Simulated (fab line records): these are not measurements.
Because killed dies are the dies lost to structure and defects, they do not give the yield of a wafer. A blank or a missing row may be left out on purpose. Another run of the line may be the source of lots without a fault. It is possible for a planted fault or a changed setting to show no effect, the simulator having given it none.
Chamber matching | flow nand_harc | pecvd-02 running NHARC_A_M1_DEP_33: 3 sister chambers
The step deposits SiCN, target thk 30 nm. 3 wafers are shown with their chamber, then 12 later ones without.

== WAFERS, EACH WITH ITS CHAMBER ==
wafer  | chamber | heater_power_w (W)
L088.4 | 2       | 579
L089.1 | 0       | 563
L089.6 | 1       | 443

== WAFERS MISSING THEIR CHAMBER ==
wafer  | heater_power_w (W)
L091.2 | 623
L091.3 | 594
L091.5 | 610
L093.1 | 490
L093.3 | 566
L093.5 | 494
L094.2 | 628
L094.4 | 592
L094.6 | 469
L097.2 | 512
L097.3 | 630
L097.4 | 534

== WHICH CHAMBER EACH ONE RAN IN ==
wafer  | from the rows above          | in truth
L091.2 | can't be placed: 2 or 0      | 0
L091.3 | can't be placed: 2 or 0      | 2
L091.5 | can't be placed: 2 or 0      | 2
L093.1 | can't be placed: 1 or 0 or 2 | 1
L093.3 | can't be placed: 0 or 2      | 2
L093.5 | can't be placed: 1 or 0 or 2 | 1
L094.2 | can't be placed: 2 or 0      | 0
L094.4 | can't be placed: 2 or 0      | 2
L094.6 | can't be placed: 1 or 0      | 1
L097.2 | can't be placed: 0 or 2 or 1 | 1
L097.3 | can't be placed: 2 or 0      | 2
L097.4 | can't be placed: 0 or 2 or 1 | 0
0 of 12 placed correctly. Can't be placed from these rows: 12 (the true chamber is among the candidates in 12). Number placed wrongly: 0.
How it was worked out, from the rows above alone: a wafer's distance from a chamber is the root of the sum, over the readings, of the square of ((its reading less the chamber's mean) divided by the reading's scatter). If the next closest chamber is less than 2 further off than the closest, the wafer can't be placed; otherwise it belongs to the closest. The mean given for a chamber averages the wafers shown for that chamber. The scatter: root of mean squared gap, hidden wafer to nearest shown wafer, with one shown wafer a chamber.
